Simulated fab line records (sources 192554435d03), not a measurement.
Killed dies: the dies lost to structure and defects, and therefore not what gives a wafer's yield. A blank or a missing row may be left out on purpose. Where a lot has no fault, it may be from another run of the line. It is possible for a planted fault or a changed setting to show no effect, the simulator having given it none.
Matching of chambers ; flow n5 finfet ; N5_BEOL_M5_ILD_DEP_00 on pecvd-01: 3 sister chambers
The step deposits SiCOH lowk from DEMS/porogen, target thk 140.64 nm, time 25.9 s. 3 wafers are shown with their chamber, then 7 later ones without.

== WAFERS, EACH WITH ITS CHAMBER ==
wafer;chamber;heater power w (W)
L089.4;2;305
L092.1;1;218
L092.3;0;391

== WAFERS MISSING THEIR CHAMBER ==
wafer;heater power w (W)
L092.4;220
L093.2;289
L093.4;398
L093.6;292
L095.1;321
L095.4;323
L095.6;220

== WHICH CHAMBER EACH ONE RAN IN ==
wafer;from the rows above;in truth
L092.4;1;1
L093.2;2;2
L093.4;0;0
L093.6;2;2
L095.1;2;2
L095.4;2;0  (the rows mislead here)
L095.6;1;1
6 of 7 placed correctly. Number that these rows cannot place: 0. Wrongly placed: 1.
How it was worked out, from the rows above alone: a wafer's distance from a chamber is the root of the sum, over the readings, of the square of ((its reading less the chamber's mean) divided by the reading's scatter). If the next closest chamber is less than 2 further off than the closest, the wafer can't be placed; otherwise it belongs to the closest. Each chamber's mean is taken over the wafers shown for it. The scatter (one wafer shown for each chamber): square how far every hidden wafer sits from the nearest shown wafer, average those squares and take the square root.
